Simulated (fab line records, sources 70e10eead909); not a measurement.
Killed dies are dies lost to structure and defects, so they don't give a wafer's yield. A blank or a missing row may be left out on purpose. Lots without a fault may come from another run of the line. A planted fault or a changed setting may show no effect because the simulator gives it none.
fab line records | flow nand_harc
record lots=6 wafers=18 last_day=23
route steps=1159 shown A_BONDPAD@1072 HYBRID_BOND@1094 THIN_TSV@1101 END@1159
lots that met no fault: from a run of the same line without faults
start_h: hours from the record's first day to the start of the lot's first wafer shown | wait_h: hours since the lot's step before | " the same as in the row above | L1.1+2: a row that stands for several wafers | - no value, or no start given | * or withheld: withheld | < > ~ a bound
route shown NAME@n: a module of which the file shows steps, and the number in the route of the first | usual: mean/standard deviation of fault-free wafers | same: alike in all rows | chamber/n: place in a boat | sites: the reading at each site | _std_site: their standard deviation | _edge_site: outer sites' mean less inner sites' | radius_mm: how far each site lies from the wafer's centre | mask NAME#n: copy n | behind: the tool/chamber that last shaped the wafer | hold: why the lot was held/for how many hours/how that ended | device: the transistor (n, p or np) that didn't switch | end of line: the same wafers' tests at the end of the route | a step without rows: its recipe alone | killed: dies lost to structure and defects at the first sort, not the wafer's yield | map: a wafer's dies, x killed, . not, _ none there
set.NAME: the setting as run; set.NAME@STEP: as run at that earlier step | model.NAME: the simulator's own value behind a step, which no gauge read
lots at some steps of the route; a table a step, a row a wafer
services: from which hour (start_h, from the record's first day; less than 0 if before it) a tool's chamber was out of use, for how many hours, and why
## steps
# step NHARC_A_BONDPAD_CD_MEAS_09
# recipe target_cd_nm=500 landing_energy_ev=500
# usual cd_nm=500.6/1.8
# same landing_energy_ev=500
# columns lot.wafer tool chamber start_h wait_h cd_nm
L528.1 cd_sem-03 0 409.31 - 501.3
L528.4 " 0 " " 500.7
L528.6 " 0 " " 503.4
L529.1 cd_sem-02 0 414.11 - 502.3
L529.5 " 0 " " 501.6
L529.6 " 0 " " 501.2
L539.1 cd_sem-01 0 454.42 - 497.8
L539.5 " 0 " " 501.6
L539.6 " 0 " " 499.1
L540.3 cd_sem-03 0 471.39 - 500.1
L540.5 " 0 " " 501.6
L540.6 " 0 " " 500.4
L547.2 cd_sem-03 0 515.70 - 495.3
L547.3 " 0 " " 495.4
L547.5 " 0 " " 496.4
L546.3 cd_sem-02 0 516.09 - 502.4
L546.4 " 0 " " 499.6
L546.6 " 0 " " 500.4
# step NHARC_A_BONDPAD_OVL_MEAS_35
# usual overlay_x_nm=0/6 overlay_y_nm=-1/6.7
# columns lot.wafer tool chamber start_h wait_h overlay_x_nm overlay_y_nm
L528.1 overlay-02 - 409.39 - 0 9
L528.4 " - " " 0 9
L528.6 " - " " -1 9
L529.1 overlay-02 - 414.20 - 7 -5
L529.5 " - " " 6 -5
L529.6 " - " " 7 -5
L539.1 overlay-02 - 454.50 - 1 1
L539.5 " - " " 1 1
L539.6 " - " " 1 1
L540.3 overlay-01 - 471.48 - -6 1
L540.5 " - " " -6 1
L540.6 " - " " -6 1
L547.2 overlay-02 - 515.79 - 4 -12
L547.3 " - " " 3 -11
L547.5 " - " " 4 -11
L546.3 overlay-01 - 516.18 - 2 14
L546.4 " - " " 1 14
L546.6 " - " " 1 13
# step NHARC_A_BONDPAD_HARDBAKE_10
# recipe temp_c=118 time_s=65
# step NHARC_A_BONDPAD_DESCUM_11
# recipe time_s=3 o2_flow_sccm=200 ar_flow_sccm=0 bias_power_w=0 chemistry=O2
# step NHARC_A_BONDPAD_ETCH_34
# recipe target_depth_a=600 overetch_a=180 time_s=65.91 ion_energy_ev=200 n2_flow_sccm=150 h2_flow_sccm=150 ar_flow_sccm=0 rf_w=400 bias_w=150 chemistry=N2/H2
# step NHARC_A_BONDPAD_ETCH_12
# recipe target_depth_a=2200 time_s=110 chf3_flow_sccm=50 o2_flow_sccm=10 ar_flow_sccm=200 rf_w=500 bias_w=200 chemistry=CHF3/O2
# usual drypump_motor_current_A=6.0/0.49 o2_flow_sccm=9.998/0.029 oes_product_au=0.950/0.024 rf_fwd_power_W=496.6/1.6 rf_vpp_V=369.7/2.5 showerhead_plenum_p_Torr=2.36/0.11 throttle_valve_pct=20.572/0.0098
# columns lot.wafer tool chamber start_h wait_h drypump_motor_current_A o2_flow_sccm oes_product_au rf_fwd_power_W rf_hours_counter_h rf_vpp_V showerhead_plenum_p_Torr throttle_valve_pct
L528.4 rie_diel-10 2 - - 5.5 9.999 0.959 496.0 2 368.1 2.26 20.562
L528.1 " 0 " " 5.9 10.015 0.970 496.8 2 368.3 2.27 20.576
L528.6 " 2 " " 5.4 9.995 0.957 498.4 - 367.0 2.26 20.558
L529.1 rie_diel-08 0 - - 5.6 10.058 0.951 499.9 23 370.7 2.41 20.588
L529.6 " 0 " " 5.6 10.007 0.944 497.3 - 370.5 2.41 20.570
L529.5 " 1 " " 6.5 10.026 0.936 497.3 - 369.5 2.32 20.591
L539.1 rie_diel-10 2 - - 5.4 9.981 0.918 494.1 4 367.1 2.26 20.595
L539.6 " 3 " " 6.3 9.964 0.912 499.1 - 374.0 2.57 20.572
L539.5 " 0 " " 5.9 9.924 0.938 494.3 - 367.8 2.27 20.579
L540.3 rie_diel-08 0 - - 5.6 9.991 0.941 497.8 34 370.4 2.40 20.576
L540.6 " 0 " " 5.6 9.959 0.937 496.1 - 371.3 2.41 20.564
L540.5 " 1 " " 6.5 10.019 0.917 497.3 - 369.6 2.32 20.576
L547.2 rie_diel-10 3 - - 6.3 10.022 0.954 496.1 6 374.7 2.57 20.586
L547.3 " 2 " " 5.4 10.043 0.977 495.9 6 367.8 2.26 20.586
L547.5 " 0 " " 5.9 9.979 0.980 495.5 - 366.8 2.27 20.564
L546.4 rie_diel-10 3 - - 6.3 10.020 0.982 492.7 6 374.6 2.57 20.573
L546.3 " 0 " " 5.9 10.029 0.993 496.8 6 369.0 2.27 20.571
L546.6 " 2 " " 5.4 9.977 0.957 496.1 - 367.0 2.26 20.579
# step NHARC_A_BONDPAD_CD_MEAS_13
# usual cd_nm=500.3/2
# columns lot.wafer tool chamber start_h wait_h cd_nm
L528.1 cd_sem-02 - 409.89 - 500.4
L528.4 " - " " 500.9
L528.6 " - " " 503.2
L529.1 cd_sem-03 - 414.77 - 501.0
L529.5 " - " " 500.2
L529.6 " - " " 498.6
L539.1 cd_sem-03 - 454.96 - 496.8
L539.5 " - " " 500.3
L539.6 " - " " 497.7
L540.3 cd_sem-01 - 471.93 - 497.8
L540.5 " - " " 502.5
L540.6 " - " " 499.2
L547.2 cd_sem-02 - 516.24 - 495.3
L547.3 " - " " 495.2
L547.5 " - " " 495.9
L546.3 cd_sem-03 - 516.62 - 501.3
L546.4 " - " " 501.4
L546.6 " - " " 501.9
# step NHARC_A_BONDPAD_STRIP_15
# recipe o2_flow_sccm=500 ar_flow_sccm=0 bias_w=0 chemistry=O2
# step NHARC_A_BONDPAD_ETCH_24
# recipe target_depth_a=300 over_etch_frac=0.3 time_s=72.99 ion_energy_ev=150 cf4_flow_sccm=50 n2_flow_sccm=100 ar_flow_sccm=150 rf_w=300 bias_w=100 chemistry=CF4/N2
# step NHARC_A_BONDPAD_STRIP_16
# recipe time_s=600 temp_c=30 chemistry=post_etch_residue_remover
# step NHARC_A_BONDPAD_DEGAS_25
# recipe temp_c=300 time_s=60
# step NHARC_A_BONDPAD_PRE_CLEAN_26
# recipe time_s=30 temp_c=280 gas=H2/He
# usual heater_power_w=397/40
# columns lot.wafer tool chamber start_h wait_h heater_power_w
L528.4 pvd_sputter-03 - - - 288
L528.1 " - " " 343
L528.6 " - " " 407
L529.1 pvd_sputter-02 - - - 383
L529.6 " - " " 372
L529.5 " - " " 435
L539.1 pvd_sputter-03 - - - 352
L539.6 " - " " 400
L539.5 " - " " 416
L540.3 pvd_sputter-03 - - - 354
L540.6 " - " " 367
L540.5 " - " " 394
L547.2 pvd_sputter-02 - - - 429
L547.3 " - " " 412
L547.5 " - " " 383
L546.4 pvd_sputter-02 - - - 412
L546.3 " - " " 393
L546.6 " - " " 413
# step NHARC_A_BONDPAD_PVD_17
# recipe target_thk_a=50 bias_v=168.6 power_w=15000 chamber_pressure_pa=0.12 time_s=8.06 substrate_temp_c=50 material=TaN
# usual throttle_valve_pct=30.3/1.2
# columns lot.wafer tool chamber start_h wait_h throttle_valve_pct
L528.4 pvd_sputter-03 - 410.66 - 30.5
L528.1 " - " " 30.6
L528.6 " - " " 30.3
L529.1 pvd_sputter-02 - 415.50 - 30.5
L529.5 " - " " 30.6
L529.6 " - " " 28.3
L539.1 pvd_sputter-03 - 455.82 - 30.3
L539.6 " - " " 31.7
L539.5 " - " " 30.5
L540.3 pvd_sputter-03 - 472.71 - 32.1
L540.6 " - " " 29.5
L540.5 " - " " 30.3
L547.2 pvd_sputter-02 - 517.03 - 28.0
L547.3 " - " " 29.7
L547.5 " - " " 28.0
L546.3 pvd_sputter-02 - 517.36 - 29.2
L546.4 " - " " 31.1
L546.6 " - " " 29.5
# step NHARC_A_BONDPAD_PVD_27
# recipe target_thk_a=300 chamber_pressure_pa=5 power_w=5000 substrate_temp_c=30 time_s=20.49 material=Cu
# step NHARC_A_BONDPAD_ECD_18
# recipe target_thk_a=4000 bath_temp_c=25 material=Cu
# step NHARC_A_BONDPAD_ANNEAL_28
# recipe temp_c=225 time_s=90
# step NHARC_A_BONDPAD_CMP_19
# recipe t_overpolish_s=30 cu_recess_touch_s=16 target_thk_nm=169.8
# usual motor_current_A=12.1/0.72 overpolish_run_s=29.999/0.0091 slurry_filter_dp_kPa=13.51/0.15
# columns lot.wafer tool chamber start_h wait_h motor_current_A overpolish_run_s slurry_filter_dp_kPa
L528.4 cmp-01 3 411.66 - 13.1 29.990 13.47
L528.1 " 0 " " 10.6 29.997 13.49
L528.6 " 3 " " 13.2 30.002 13.42
L529.1 cmp-01 3 416.53 - 12.8 29.991 13.37
L529.6 " 1 " " 12.0 30.003 13.63
L529.5 " 2 " " 12.1 29.999 13.62
L539.1 cmp-04 1 456.75 - 12.2 29.989 13.61
L539.6 " 1 " " 12.8 29.996 13.53
L539.5 " 2 " " 12.1 30.010 13.41
L540.3 cmp-03 2 473.70 - 13.7 29.988 13.43
L540.5 " 0 " " 10.8 30.007 13.30
L540.6 " 1 " " 12.6 29.987 13.56
L547.3 cmp-04 1 518.10 - 12.6 29.998 13.52
L547.2 " 0 " " 12.6 29.994 13.45
L547.5 " 1 " " 12.3 30.004 13.45
L546.3 cmp-01 1 518.47 - 12.6 29.987 13.37
L546.4 " 3 " " 12.3 30.001 13.66
L546.6 " 1 " " 11.8 29.998 13.44
# step NHARC_A_BONDPAD_THK_MEAS_20
# recipe thk_meas_gauge=xrf
# usual thk_nm=170.1/1.7
# columns lot.wafer tool chamber start_h wait_h thk_nm
L528.1 film_metro-02 - 411.95 - 172.0
L528.4 " - " " 170.8
L528.6 " - " " 170.3
L529.1 film_metro-01 - 416.79 - 168.5
L529.5 " - " " 168.9
L529.6 " - " " 167.2
L539.1 film_metro-01 - 457.07 - 172.3
L539.5 " - " " 171.7
L539.6 " - " " 172.1
L540.3 film_metro-02 - 473.97 - 171.1
L540.5 " - " " 169.6
L540.6 " - " " 170.8
L547.2 film_metro-01 - 518.42 - 172.2
L547.3 " - " " 170.3
L547.5 " - " " 172.9
L546.3 film_metro-02 - 518.77 - 168.6
L546.4 " - " " 169.5
L546.6 " - " " 170.3
# step NHARC_A_BONDPAD_SRD_21
# recipe time_s=30 temp_c=23 dry_time_s=20 spin_rpm=1500
# step NHARC_HYBRID_BOND_ACTIVATE_00
# recipe time_s=60 n2_flow_sccm=200 ar_flow_sccm=0 bias_power_w=0 chemistry=N2
# step NHARC_HYBRID_BOND_PRECLEAN_01
# recipe time_s=300 temp_c=23 chemistry=DIW
# step NHARC_HYBRID_BOND_SRD_02
# recipe time_s=30 temp_c=23 dry_time_s=20 spin_rpm=1500
# step NHARC_HYBRID_BOND_BOND_03
# recipe temp_c=25
# step NHARC_HYBRID_BOND_ANNEAL_04
# recipe temp_c=300 time_s=7200 ramp_up_c_per_min=5 ramp_down_c_per_min=3 idle_temp_c=100 pressure_atm=1
# step NHARC_HYBRID_BOND_OVL_MEAS_05
# usual overlay_x_nm=1/31 overlay_y_nm=-1/35
# columns lot.wafer tool chamber start_h wait_h overlay_x_nm overlay_y_nm
L528.1 overlay-01 - 426.25 0.4 -41 17
L528.4 " - " " 13 -66
L528.6 " - " " -27 -11
L529.1 overlay-02 - 426.28 0.4 31 33
L529.5 " - " " 20 -39
L529.6 " - " " -4 -35
L539.1 overlay-01 - 470.92 0.4 18 29
L539.5 " - " " 6 27
L539.6 " - " " 29 38
L540.3 overlay-02 - 484.05 0.4 14 17
L540.5 " - " " 8 16
L540.6 " - " " -12 5
L547.2 overlay-01 - 531.92 0.4 -42 24
L547.3 " - " " 23 -56
L547.5 " - " " 1 48
L546.3 overlay-02 - 531.92 0.4 6 4
L546.4 " - " " -23 -73
L546.6 " - " " 5 25
# step NHARC_THIN_TSV_GRIND_00
# recipe target_thk_um=6
# step NHARC_THIN_TSV_CMP_01
# recipe target_thk_um=3
# usual motor_current_A=12.0/0.65 slurry_filter_dp_kPa=13.49/0.15
# columns lot.wafer tool chamber start_h wait_h motor_current_A slurry_filter_dp_kPa
L528.1 cmp-04 2 427.69 1.0 11.8 13.44
L528.4 " 0 " " 11.8 13.73
L528.6 " 2 " " 11.9 13.59
L529.1 cmp-04 1 432.49 1.0 12.6 13.57
L529.6 " 1 " " 12.4 13.28
L529.5 " 2 " " 11.6 13.59
L539.1 cmp-01 1 472.39 1.1 11.9 13.58
L539.5 " 3 " " 13.1 13.33
L539.6 " 0 " " 11.8 13.57
L540.3 cmp-01 1 486.75 0.7 11.9 13.45
L540.5 " 3 " " 12.7 13.62
L540.6 " 0 " " 12.0 13.44
L547.3 cmp-04 3 533.33 0.6 11.5 13.42
L547.2 " 2 " " 11.8 13.31
L547.5 " 0 " " 13.2 13.59
L546.3 cmp-01 0 534.59 0.7 11.6 13.70
L546.4 " 1 " " 11.5 13.26
L546.6 " 2 " " 12.5 13.49
# step NHARC_THIN_TSV_THK_MEAS_02
# recipe thk_meas_gauge=ir
# usual thk_nm=2946/220
# columns lot.wafer tool chamber start_h wait_h thk_nm
L528.1 film_metro-01 - 427.95 - 3114
L528.4 " - " " 2701
L528.6 " - " " 2957
L529.1 film_metro-01 - 432.75 0.2 2678
L529.5 " - " " 2546
L529.6 " - " " 2742
L539.1 film_metro-01 - 472.61 0.2 2932
L539.5 " - " " 2739
L539.6 " - " " 2933
L540.3 film_metro-01 - 486.97 0.2 2982
L540.5 " - " " 2961
L540.6 " - " " 2682
L547.2 film_metro-01 - 533.59 - 2960
L547.3 " - " " 2780
L547.5 " - " " 2892
L546.3 film_metro-01 - 534.81 - 3072
L546.4 " - " " 2852
L546.6 " - " " 3148
# step NHARC_THIN_TSV_SRD_03
# step NHARC_THIN_TSV_PRECLEAN_41
# recipe time_s=* temp_c=50 bath_age_min=0 chemistry=SC1
# step NHARC_THIN_TSV_SRD_42
# step NHARC_THIN_TSV_DEP_43
# recipe target_thk_a=13285 temp_c=withheld pressure_torr=6.5 rf_w=900 teos_flow_sccm=161.4 flow_sccm=2650 target_thk_nm=1328.5 gas=O2 material=SiO2
# usual rf_fwd_power_W=898.1/2.8 throttle_valve_pct=15.8/0.6
# columns lot.wafer tool chamber start_h wait_h rf_fwd_power_W throttle_valve_pct
L528.1 pecvd-04 2 428.23 - 896.4 15.3
L528.4 " 2 " " 893.1 15.3
L528.6 " 0 " " 897.8 16.5
L529.1 pecvd-02 1 433.34 - 900.9 15.5
L529.5 " 1 " " 905.6 15.3
L529.6 " 2 " " 895.0 16.7
L539.1 pecvd-02 0 472.91 - 895.6 15.3
L539.6 " 2 " " 898.5 16.8
L539.5 " 0 " " 899.3 15.3
L540.3 pecvd-02 0 487.27 - 894.1 15.6
L540.6 " 1 " " 902.5 15.5
L540.5 " 0 " " 894.4 15.5
L547.2 pecvd-04 0 533.87 - 897.7 16.6
L547.3 " 1 " " 898.4 16.0
L547.5 " 2 " " 894.7 15.5
L546.3 pecvd-04 2 535.11 - 897.3 15.8
L546.6 " 1 " " 898.4 16.0
L546.4 " 2 " " 900.5 15.6
# step NHARC_THIN_TSV_DEHYDRATE_04
# recipe temp_c=150 time_s=120
# step NHARC_THIN_TSV_HMDS_05
# recipe time_s=30
# step NHARC_THIN_TSV_COAT_06
# recipe spin_rpm=*
# step NHARC_THIN_TSV_SOFTBAKE_07
# recipe temp_c=122 time_s=95
# step NHARC_THIN_TSV_EBR_08
# step NHARC_THIN_TSV_EXPOSE_09
# recipe na=0.55 dose_mj=30.7 mask_id=TSV
# step NHARC_END_SORT_01
# recipe temp_c=25
# usual defect_limited_yield=95.3/1.6 killed_at_array=27/12 killed_at_other=0.8/1 killed_at_periphery=4.0/2.5 killed_dies=32/11 killed_open=3.3/1.8 killed_short=2.0/1.5 sort_bin_2_pct=1.5/0.59 sort_bin_3_pct=0.27/0.22 sort_bin_4_pct=3.0/1.1 sort_n_pass=645/11 sort_rim_yield_pct=95.6/2.7 sort_yield_pct=95.3/1.6
# same gross_dies=677 sort_bin_5_pct[%]=0 sort_bin_6_pct[%]=0 sort_bin_7_pct[%]=0 sort_bin_8_pct[%]=0 sort_rim_n_gross=106.00
# columns lot.wafer tool chamber start_h wait_h defect_limited_yield[%] killed_at_array killed_at_other killed_at_periphery killed_dies killed_open killed_short sort_bin_2_pct[%] sort_bin_3_pct[%] sort_bin_4_pct[%] sort_n_pass sort_rim_yield_pct[%] sort_yield_pct[%]
L528.1 prober-02 0 443.74 2.5 96.5 17 0 7 24 3 1 0.9 0.30 2.4 653 95.3 96.5
L528.4 prober-02 0 446.14 3.4 96.2 20 0 6 26 3 4 1.5 0.15 2.2 651 95.3 96.2
L528.6 prober-02 0 447.75 4.0 96.9 15 0 6 21 2 2 1.2 0 1.9 656 96.2 96.9
L529.1 prober-02 0 459.51 2.5 96.8 15 0 7 22 4 2 1.2 0.15 1.9 655 95.3 96.8
L529.5 prober-02 0 462.69 3.7 97.9 9 0 5 14 4 0 0.6 0 1.5 663 98.1 97.9
L529.6 prober-02 0 463.49 4.0 97.6 9 1 6 16 0 1 1.2 0 1.2 661 96.2 97.6
L539.1 prober-01 0 488.63 2.5 81.5 117 0 8 125 4 0 8.9 3.25 6.4 552 96.2 81.5
L539.5 prober-01 0 491.89 3.8 88.2 78 0 2 80 1 3 4.7 3.10 4.0 597 84.0 88.2
L539.6 prober-01 0 492.70 4.1 82.3 115 1 4 120 2 1 7.5 3.55 6.6 557 93.4 82.3
L540.3 prober-02 0 505.79 3.1 86.7 85 2 3 90 1 0 5.3 2.66 5.3 587 78.3 86.7
L540.5 prober-02 0 507.38 3.7 79.9 132 1 3 136 9 1 6.6 5.17 8.3 541 96.2 79.9
L540.6 prober-02 0 508.18 4.0 88.0 76 1 4 81 2 3 4.7 2.07 5.2 596 81.1 88.0
L547.2 prober-02 0 550.51 2.8 96.3 21 1 3 25 1 1 1.3 0 2.4 652 95.3 96.3
L547.3 prober-02 0 551.32 3.1 95.4 26 1 4 31 6 2 1.3 0.30 3.0 646 98.1 95.4
L547.5 prober-02 0 552.94 3.7 95.1 24 1 8 33 7 3 1.8 0.30 2.8 644 95.3 95.1
L546.3 prober-01 0 553.35 3.1 93.9 39 0 2 41 5 0 1.8 0.15 4.1 636 89.6 93.9
L546.4 prober-01 0 554.15 3.4 94.1 39 0 1 40 0 1 1.5 0.30 4.1 637 99.1 94.1
L546.6 prober-01 0 555.76 4.0 92.8 47 0 2 49 1 1 1.9 0.15 5.2 628 95.3 92.8
# killed by level:class
L528.1 A_SLIT:chamber_film_flake=10 P_CONTACT:chamber_film_flake=3 P_BONDPAD:chamber_film_flake=2 A_STAIRCASE:chamber_film_flake=2 P_CONTACT:geometric_particle:open=1 P_M0:geometric_particle:short=1 A_CHANNEL_FILL_D1:geometric_particle:open=1 A_CONTACT:geometric_particle:open=1
L528.4 A_SLIT:chamber_film_flake=8 P_CONTACT:chamber_film_flake=5 A_STAIRCASE:chamber_film_flake=3 A_WL_FILL:geometric_particle:short=2 A_CONTACT:chamber_film_flake=2 P_GATE:geometric_particle:open=1 A_ONON_D1:geometric_particle:short=1 A_WL_FILL:geometric_particle:open=1
L528.6 A_SLIT:chamber_film_flake=7 P_CONTACT:chamber_film_flake=4 P_BONDPAD:chamber_film_flake=2 A_CHANNEL_FILL_D1:geometric_particle:open=1 A_CHANNEL_FILL_D1:geometric_particle:short=1 A_WL_FILL:geometric_particle:short=1 A_WL_FILL:geometric_particle:open=1 A_ZERO_WELL:chamber_film_flake=1
L529.1 A_STAIRCASE:chamber_film_flake=4 A_CHANNEL_HOLE_D1:chamber_film_flake=3 P_CONTACT:geometric_particle:open=2 P_ZERO_WELL:chamber_film_flake=2 P_BONDPAD:chamber_film_flake=2 A_SLIT:chamber_film_flake=2 P_M0:geometric_particle:short=1 A_SOURCE_PLATE:geometric_particle:open=1
L529.5 P_BONDPAD:chamber_film_flake=5 A_CONTACT:geometric_particle:open=3 A_SGD_CUT:chamber_film_flake=2 A_M0:geometric_particle:open=1 A_CHANNEL_HOLE_D1:chamber_film_flake=1 A_CHANNEL_FILL_D1:chamber_film_flake=1 A_STAIRCASE:chamber_film_flake=1
L529.6 P_BONDPAD:chamber_film_flake=6 A_CHANNEL_HOLE_D1:chamber_film_flake=4 A_STAIRCASE:chamber_film_flake=2 A_SGD_CUT:chamber_film_flake=2 STARTING-WAFER:geometric_particle:short=1 A_ZERO_WELL:chamber_film_flake=1
L539.1 A_BONDPAD:unspecified=95 A_CHANNEL_HOLE_D1:chamber_film_flake=15 P_M2:chamber_film_flake=5 P_CONTACT:geometric_particle:open=1 P_STI:chamber_film_flake=1 A_CONTACT:geometric_particle:open=1 A_M0:geometric_particle:open=1 A_M1:geometric_particle:open=1
L539.5 A_BONDPAD:unspecified=51 A_CHANNEL_HOLE_D1:chamber_film_flake=21 A_ONON_D1:geometric_particle:short=2 A_BLC:geometric_particle:open=1 A_BLC:geometric_particle:short=1 P_STI:chamber_film_flake=1 P_M2:chamber_film_flake=1 A_STAIRCASE:chamber_film_flake=1
L539.6 A_BONDPAD:unspecified=96 A_CHANNEL_HOLE_D1:chamber_film_flake=18 P_M2:chamber_film_flake=2 P_M0:geometric_particle:open=1 A_CONTACT:geometric_particle:open=1 P_GATE:chamber_film_flake=1 STARTING-WAFER:geometric_particle:short=1
L540.3 A_BONDPAD:unspecified=52 A_CHANNEL_HOLE_D1:chamber_film_flake=15 A_SLIT:chamber_film_flake=11 A_SGD_CUT:chamber_film_flake=3 P_M2:chamber_film_flake=2 P_M2:geometric_particle:open=1 A_ZERO_WELL:chamber_film_flake=1 A_CHANNEL_FILL_D1:chamber_film_flake=1
L540.5 A_BONDPAD:unspecified=93 A_CHANNEL_HOLE_D1:chamber_film_flake=12 A_SLIT:chamber_film_flake=10 A_CHANNEL_FILL_D1:geometric_particle:open=3 A_WL_FILL:chamber_film_flake=3 A_CONTACT:geometric_particle:open=2 A_STAIRCASE:chamber_film_flake=2 A_CONTACT:chamber_film_flake=2
L540.6 A_BONDPAD:unspecified=39 A_CHANNEL_HOLE_D1:chamber_film_flake=21 A_SLIT:chamber_film_flake=11 P_GATE:geometric_particle:short=1 P_M2:geometric_particle:open=1 A_CONTACT:geometric_particle:short=1 A_BLC:geometric_particle:short=1 A_M1:geometric_particle:open=1
L547.2 A_CONTACT:chamber_film_flake=10 A_CHANNEL_HOLE_D1:chamber_film_flake=4 A_WL_FILL:geometric_particle:open=1 A_BLC:geometric_particle:short=1 P_STI:chamber_film_flake=1 P_GATE:chamber_film_flake=1 P_M0:chamber_film_flake=1 A_ZERO_WELL:chamber_film_flake=1
L547.3 A_CONTACT:chamber_film_flake=7 A_CHANNEL_HOLE_D1:chamber_film_flake=6 A_BLC:geometric_particle:open=2 A_ZERO_WELL:chamber_film_flake=2 A_STAIRCASE:chamber_film_flake=2 A_BLC:chamber_film_flake=2 P_CONTACT:geometric_particle:open=1 P_M0:geometric_particle:open=1
L547.5 A_CHANNEL_HOLE_D1:chamber_film_flake=5 A_CONTACT:chamber_film_flake=5 P_STI:chamber_film_flake=3 A_ONON_D1:geometric_particle:short=2 A_WL_FILL:geometric_particle:open=2 P_GATE:chamber_film_flake=2 A_WL_FILL:chamber_film_flake=2 A_BLC:chamber_film_flake=2
L546.3 A_CHANNEL_HOLE_D1:chamber_film_flake=18 A_SLIT:chamber_film_flake=12 A_STAIRCASE:chamber_film_flake=3 A_STAIRCASE:geometric_particle:open=1 A_WL_FILL:geometric_particle:open=1 A_CONTACT:geometric_particle:open=1 A_BLC:geometric_particle:open=1 A_M0:geometric_particle:open=1
L546.4 A_SLIT:chamber_film_flake=15 A_CHANNEL_HOLE_D1:chamber_film_flake=12 A_CONTACT:chamber_film_flake=6 A_STAIRCASE:chamber_film_flake=3 A_CONTACT:geometric_particle:short=1 P_M0:chamber_film_flake=1 A_WL_FILL:chamber_film_flake=1 A_BLC:chamber_film_flake=1
L546.6 A_CHANNEL_HOLE_D1:chamber_film_flake=20 A_SLIT:chamber_film_flake=16 A_STAIRCASE:chamber_film_flake=5 A_CONTACT:chamber_film_flake=4 P_M0:geometric_particle:open=1 A_M0:geometric_particle:short=1 P_STI:chamber_film_flake=1 A_BLC:chamber_film_flake=1
# map L539.1 (x killed, . not)
____________.____________
_________......._________
_______..........._______
______.............______
_____..............._____
____.................____
____.x...............____
___...................___
___.........x.........___
__.............x.......__
__....x....x....x......__
_........x.............._
_x.........x..xx.x......_
_......x...x.x.........._
_..........x.x.........._
_x..........x.....x.x..._
......x...xx.............
.........xxx.xx..........
.........xxxxxxx.........
........x.xxxx.x.........
....x...xxxxxxxxx........
_........xxxxxxxx......._
_........xxxxxxx.x.x...._
_.......xxxxxxxxxx......_
_.......xxxxxxxxx......x_
_.......xxxxxxxx........_
__.......xxxxxxx.......__
__......x.xxxxxxx.x....__
___......xx.xxx.......___
___.........x.x.x.....___
____.......xx........____
____.................____
_____........x......_____
______.............______
_______.x........._______
_________......._________
____________.____________
# map L540.5 (x killed, . not)
____________.____________
_________......._________
_______..........._______
______.............______
_____..............._____
____.................____
____.......x.........____
___.x.................___
___.............x.....___
__.....................__
__....x.........xx.....__
_............x...x......_
_..........x.x..x......._
_..........xx..........._
_...x........x..xx......_
_.x....x..xxx.xx.x......_
x.....x..x.xx.x..........
...........x.xxxxx.......
..........xxxxxx.........
.........xxxxxxxx........
........xxxxxxxx.........
_.......xxxxxxxx......x._
_.x....xxxxxxxxxx....xx._
_.......xxxxxxxxx.x....._
_........xxxxxxxx......._
_........xxxxxxxx.....xx_
__.......xxxxxxx.x.....__
__........xxxxxxx......__
___......xxxxxxx......___
___........x..x.......___
____.x...............____
____.........x.......____
_____.............x._____
______.............______
_______..........._______
_________......._________
____________.____________
## services
# columns tool chamber start_h hours kind
rie_diel-10 0 387.00 - clean
rie_diel-10 1 387.00 - clean
rie_diel-10 2 387.00 - clean
pvd_sputter-02 - 392.05 10.0 pm
cmp-04 - 399.16 4.0 pm
rie_diel-10 1 435.13 6.0 repair
cmp-01 - 441.24 12.0 repair
cmp-03 - 456.54 0.5 repair
pvd_sputter-03 - 458.03 10.0 pm
pecvd-02 1 470.22 4.9 repair
cmp-01 - 473.54 4.0 pm
cmp-03 - 474.21 4.0 pm
cmp-01 - 477.54 - consumable_replace:conditioner
cmp-01 - 477.54 - consumable_replace:pad
pecvd-02 1 493.73 6.4 repair
rie_diel-10 - 496.65 0.5 repair
cmp-04 - 497.16 4.0 pm
cmp-04 - 501.16 - consumable_replace:conditioner
cmp-04 - 501.16 - consumable_replace:pad
pvd_sputter-02 - 511.08 3.1 repair
rie_diel-08 0 511.88 5.2 repair
pecvd-02 - 515.33 13.0 pm
pvd_sputter-02 - 525.84 12.5 repair
rie_diel-10 - 530.50 9.0 pm
## key
first_sign step=NHARC_END_SORT_01 reading=defect_limited_yield direction=down sigmas=6.6 usual=95.3 struck=84.4
effect step=NHARC_END_SORT_01 reading=killed_dies direction=up sigmas=6.6 usual=32 struck=105
more_kills_born_at NHARC_A_BONDPAD_PVD_17@pvd_sputter-03=426
met_at NHARC_A_BONDPAD_PVD_17
struck_wafers L539.1,L539.5,L539.6,L540.3,L540.5,L540.6
onset_between 410.66 455.82
also_fits NHARC_A_BONDPAD_PRE_CLEAN_26:pvd_sputter-03
fault kind=chamber_particle_source tool=pvd_sputter-03 chamber=- onset_h=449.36 steps=NHARC_A_BONDPAD_PVD_17 rate_per_visit_cm2=1.2454 end_h=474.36
